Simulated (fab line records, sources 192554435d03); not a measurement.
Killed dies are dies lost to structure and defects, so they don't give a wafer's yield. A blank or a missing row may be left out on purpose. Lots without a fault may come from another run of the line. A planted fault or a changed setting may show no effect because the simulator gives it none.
Split-lot experiment | flow n5_finfet | 7 lots, 21 wafers read, on a route of 1938 steps

THE SPLIT
At N5_BEOL_M11_ETCH_41 (etches SiCN in CH3F/O2, target depth 42.6 nm, time 86 s), the setting time_s was moved away from the recipe's 86 s on 5 of the 21 wafers read, by -11.6% to +18.7%. The other wafers ran this setting at the recipe's value.

The reading is taken at the split's own step.

THE READING
etch.depth_nm (the simulator's own value, which no gauge read), in nm, at N5_BEOL_M11_ETCH_41 (etches SiCN in CH3F/O2, target depth 42.6 nm, time 86 s). The file gives no usual value for it. The 16 wafers here that ran the recipe average 32.39 nm, standard deviation 0.4 nm.

wafer  | tool, chamber at the split | time_s as run, s | against the recipe | etch.depth_nm, nm | against lot-mates on the recipe
L076.1 | rie_diel-03, 3             | 76.05            | -11.6%             | 28.29             | -3.96
L076.2 | rie_diel-03, 0             | 76.05            | -11.6%             | 28.67             | -3.58
L076.6 | rie_diel-03, 2             | 86               | recipe             | 32.25             | -
L082.1 | rie_diel-04, 3             | 86               | recipe             | 31.79             | -
L082.2 | rie_diel-04, 1             | 86               | recipe             | 32.48             | -
L082.6 | rie_diel-04, 3             | 86               | recipe             | 31.62             | -
L080.1 | rie_diel-02, 3             | 86               | recipe             | 32.81             | -
L080.2 | rie_diel-02, 0             | 86               | recipe             | 32.43             | -
L080.4 | rie_diel-02, 1             | 86               | recipe             | 32.9              | -
L084.2 | rie_diel-03, 2             | 86               | recipe             | 32.4              | -
L084.3 | rie_diel-03, 0             | 86               | recipe             | 32.64             | -
L084.5 | rie_diel-03, 1             | 86               | recipe             | 32.92             | -
L089.2 | rie_diel-03, 2             | 79.23            | -7.9%              | 29.72             | -2.78
L089.5 | rie_diel-03, 2             | 86               | recipe             | 32.36             | -
L089.6 | rie_diel-03, 1             | 86               | recipe             | 32.65             | -
L093.2 | rie_diel-03, 2             | 86               | recipe             | 31.83             | -
L093.3 | rie_diel-03, 1             | 86               | recipe             | 32.86             | -
L093.4 | rie_diel-03, 0             | 86               | recipe             | 32.36             | -
L095.4 | rie_diel-04, 3             | 86               | recipe             | 31.98             | -
L095.5 | rie_diel-04, 2             | 102.1            | +18.7%             | 38.36             | +6.38
L095.6 | rie_diel-04, 1             | 102.1            | +18.7%             | 38.72             | +6.74

THE FIT
A straight line over all 21 wafers: etch.depth_nm changes by +0.332 nm for each +1% of time_s; r = +0.99; the points scatter about the line by 0.38 nm.
The same after taking each lot's own level away (the mean of its wafers on the recipe; 21 wafers): +0.344 nm for each +1%; r = +0.99; scatter 0.28 nm.
On that fit, the largest move of time_s shifts the reading by 6.4 nm.
The lots' own levels span 31.963 to 32.713 nm, that is 1.9 times the standard deviation above.
So the lot-to-lot level changes the slope little: the two slopes agree.
Check: with one of the wafers moved furthest among these (+18.7%) left out of the fit, the line predicts +6.52 nm for it against its lot-mates. It came out at +6.38 nm against them.

OTHER SPLITS ON THESE WAFERS
These wafers also went through other splits before the reading. Each is held against what the fit with the lots' levels taken away leaves over:
other split on the same wafers    | wafers away from the commonest value | r with etch.depth_nm (lot level and that fit taken away)
N5_BEOL_M11_ILD_DEP_00 time_s     | 11                                   | -0.12
N5_BEOL_M11_PECVD_70 temp_c       | 7                                    | +0.04
N5_BEOL_M11_TRENCH_ETCH_37 time_s | 5                                    | +0.43

THE FILE'S OWN FIT
etch.depth_nm changes by +0.345 nm for each +1% of time_s, r = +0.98.
